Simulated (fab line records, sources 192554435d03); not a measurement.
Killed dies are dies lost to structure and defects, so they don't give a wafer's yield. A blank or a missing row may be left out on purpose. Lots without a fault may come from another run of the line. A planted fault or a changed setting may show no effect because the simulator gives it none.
Chamber matching | flow n5_finfet | N5_BEOL_M1_ILD_DEP_00 on pecvd-01: 3 sister chambers
The step deposits SiOC from DEMS/O2, target thk 79 nm, time 15.3 s. 6 wafers are shown with their chamber, then 7 later ones without.

WAFERS WITH THEIR CHAMBER
wafer  | chamber | heater_power_w (W) | throttle_valve_pct (%)
L083.4 | 1       | 516                | 11.9
L086.2 | 2       | 570                | 11.2
L086.3 | 0       | 442                | 11.6
L086.4 | 0       | 450                | 11.6
L085.1 | 1       | 520                | 11.9
L085.4 | 2       | 511                | 11.3

WAFERS WITHOUT THEIR CHAMBER
wafer  | heater_power_w (W) | throttle_valve_pct (%)
L085.5 | 481                | 11.2
L089.2 | 472                | 11.4
L089.3 | 539                | 11.0
L089.6 | 535                | 11.3
L092.1 | 479                | 11.3
L092.2 | 529                | 11.8
L092.4 | 521                | 12.1

WHICH CHAMBER EACH WENT THROUGH
wafer  | from the rows above     | in truth
L085.5 | 2                       | 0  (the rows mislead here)
L089.2 | can't be placed: 2 or 0 | 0
L089.3 | 2                       | 2
L089.6 | 2                       | 2
L092.1 | 2                       | 2
L092.2 | 1                       | 1
L092.4 | 1                       | 1
Placed correctly: 5 of 7. Can't be placed from these rows: 1 (the true chamber is among the candidates in 1). Placed wrongly: 1.
How it was worked out, from the rows above alone: a wafer's distance from a chamber is the root of the sum, over the readings, of the square of ((its reading less the chamber's mean) divided by the reading's scatter). The wafer belongs to the nearest chamber; if the next one is less than 2 further off, it can't be placed. A chamber's mean is the mean of its shown wafers. The scatter: the root of (the sum of the squares of (reading less its chamber's mean) over the shown wafers, divided by (wafers less chambers)).
